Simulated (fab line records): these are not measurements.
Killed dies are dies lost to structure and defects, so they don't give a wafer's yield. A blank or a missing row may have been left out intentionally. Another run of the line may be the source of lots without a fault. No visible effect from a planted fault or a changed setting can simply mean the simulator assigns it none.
A lot that was struck, set against a sound lot / flow nand harc / 40 out of 1302 route steps
Sound: these wafers, L794.2, L794.3, L794.4. Struck: wafer L802.4 (L802.5, L802.6, from the same lot, were not struck and are left out); the cause is given at the end.
Each step with rows lists, per side, the tool, then ch with its chambers, then its first start. Under that, the readings that differ: sound wafers / struck wafers / difference of the means / sigmas: that difference in standard deviations of wafers without a fault.
alike: same words and numbers on both sides, and readings whose means sit less than 2 such deviations apart. not compared: any withheld reading, any reading some wafer has no value for, any bound like >300 that may hide the same value, and any number with overlapping values for which the record gives no deviation.
A row with sigmas, a row that says differs or no value, or rows on one side alone: a step with any of these is where the two part. Numbers that have no deviation but don't overlap get no sigmas and don't part them. A reading that every wafer of one side lacks parts them only if that side has two wafers or more.

NHARC_P_M2_OVL_MEAS_10: pitch 340 nm.
  sound: overlay-01 at day 8 07:25; struck: overlay-01 at day 11 16:04
  alike: overlay x nm, overlay y nm
NHARC_P_M2_INSPECT_11:
  sound: defect inspect-02 at day 8 07:28; struck: defect inspect-01 at day 11 16:06
  alike: raw defect count
then, 2 steps without rows for these wafers: NHARC_P_M2_DESCUM_14 (chemistry O2, time 3 s); NHARC_P_M2_ETCH_35 (etches the open film in N2/H2, target depth 40 nm, overetch 12 nm, time 43.94 s).
NHARC_P_M2_ETCH_15: etches the open film in C4F8/Ar, target depth 182.5 nm, time 91.2 s.
  sound on rie diel-13 ch 0,2,3; struck on rie diel-05 ch 2
reading=rf hours counter h (h); sound=0.0 0.0 0.0; struck=0.7; difference=+0.7; sigmas=
  alike: oes product au, rf vpp V
NHARC_P_M2_CD_MEAS_16:
  sound: cd sem-01 at day 8 07:49; struck: cd sem-03 at day 11 16:29
  alike: cd nm
then, 4 steps without rows for these wafers: NHARC_P_M2_STRIP_18 (strips in N2/H2); NHARC_P_M2_ETCH_28 (etches the open film in CF4/N2, target depth 30 nm, time 72.99 s); NHARC_P_M2_STRIP_19 (strips in post etch residue remover, time 600 s); NHARC_P_M2_DEGAS_29 (time 60 s).
NHARC_P_M2_PRE_CLEAN_30: time 30 s.
  sound on pvd sputter-01; struck on pvd sputter-03
  alike: heater power w
NHARC_P_M2_PVD_20: deposits TaN, target thk 5 nm, time 8.06 s.
  sound on pvd sputter-01; struck on pvd sputter-03
  alike: bias v, throttle valve pct
NHARC_P_M2_PVD_21: deposits Cu, target thk 30 nm, time 20.49 s.
  sound: pvd sputter-01 at day 8 08:45; struck: pvd sputter-03 at day 11 17:29
  alike: throttle valve pct
then, 8 steps without rows for these wafers: NHARC_P_M2_ECD_22 (material Cu, target thk 400 nm); NHARC_P_M2_ANNEAL_31 (time 90 s); NHARC_P_M2_CMP_23 (polishes, t overpolish 20 s, target thk 144.3 nm); NHARC_P_M2_SRD_25; NHARC_P_M2_PRE_CLEAN_32 (time 12 s); NHARC_P_M2_DEP_33 (deposits SiCN, target thk 30 nm); NHARC_P_BONDPAD_DEP_00 (deposits SiCN, target thk 250 nm); NHARC_P_BONDPAD_CMP_32 (polishes SiCN, target thk 200 nm).
NHARC_P_BONDPAD_THK_MEAS_33: measures by ellipsometry.
  sound: film metro-01 at day 8 11:19; struck: film metro-01 at day 11 20:03
  alike: thk nm
then, 10 steps without rows for these wafers: NHARC_P_BONDPAD_SRD_34; NHARC_P_BONDPAD_DEHYDRATE_01 (time 120 s); NHARC_P_BONDPAD_HMDS_02 (time 30 s); NHARC_P_BONDPAD_COAT_36 (time 65 s); NHARC_P_BONDPAD_COAT_03 (resist thk 600 nm); NHARC_P_BONDPAD_SOFTBAKE_04 (time 70 s); NHARC_P_BONDPAD_EBR_05; NHARC_P_BONDPAD_EXPOSE_06 (exposes mask P BPAD); NHARC_P_BONDPAD_PEB_07 (peb time 80 s); NHARC_P_BONDPAD_DEVELOP_08 (time 50 s).
NHARC_P_BONDPAD_CD_MEAS_09: target cd 500 nm.
  sound on cd sem-02 ch 0, day 8 11:53; struck on cd sem-03 ch 0, day 11 20:29
reading=cd nm (nm); sound=496.1 497.8 497.8; struck=501.0; difference=+3.8; sigmas=+2
NHARC_P_BONDPAD_OVL_MEAS_38:
  sound: overlay-02 at day 8 11:59; struck: overlay-01 at day 11 20:34
  alike: overlay x nm, overlay y nm
then, 1 step without rows for these wafers: NHARC_P_BONDPAD_HARDBAKE_10 (time 65 s).
NHARC_P_BONDPAD_DESCUM_11: chemistry O2, time 3 s.
  sound on rie diel-02 ch 0,1,2, day 8 12:06; struck on rie diel-02 ch 1, day 11 20:43
reading=rf hours counter h (h); sound=3.0 3.2 3.1; struck=0.8; difference=-2.3; sigmas=
reading=throttle valve pct (%); sound=11.332 11.327 11.322; struck=11.294; difference=-0.033; sigmas=-4
  alike: drypump motor current A, mfc ar sccm, o2 flow sccm, oes product au, rf vpp V, showerhead plenum p Torr
NHARC_P_BONDPAD_ETCH_37: etches the open film in N2/H2, target depth 60 nm, overetch 18 nm, time 65.91 s.
  sound on rie diel-02 ch 0,1,3, day 8 12:11; struck on rie diel-02 ch 0, day 11 20:47
reading=oes product au (a.u.); sound=1.006 0.995 0.992; struck=0.979; difference=-0.019; sigmas=-2
reading=rf hours counter h (h); sound=3.2 3.0 3.0; struck=0.8; difference=-2.3; sigmas=
  alike: drypump motor current A, mfc ar sccm, rf vpp V, showerhead plenum p Torr, throttle valve pct
then, 1 step without rows for these wafers: NHARC_P_BONDPAD_ETCH_12 (etches the open film in CHF3/O2, target depth 200 nm, time 100 s).
NHARC_P_BONDPAD_CD_MEAS_13:
  sound: cd sem-01 at day 8 12:25; struck: cd sem-02 at day 11 21:01
  alike: cd nm
-- break in the record here, with 20 days between the starts of the struck wafers on either side (left off in module P_BONDPAD, picked up again in module END, where the first step shown is number 1302 on the route) --
NHARC_END_SORT_01:
  only the struck wafers appear in the record here, on prober-02 ch 0 at day 32 03:06; the sound ones have no rows

== WHERE THEY PART ==
At NHARC_P_BONDPAD_CD_MEAS_09 first; at NHARC_END_SORT_01 last (within this record only).

WHY: what the simulator had put in
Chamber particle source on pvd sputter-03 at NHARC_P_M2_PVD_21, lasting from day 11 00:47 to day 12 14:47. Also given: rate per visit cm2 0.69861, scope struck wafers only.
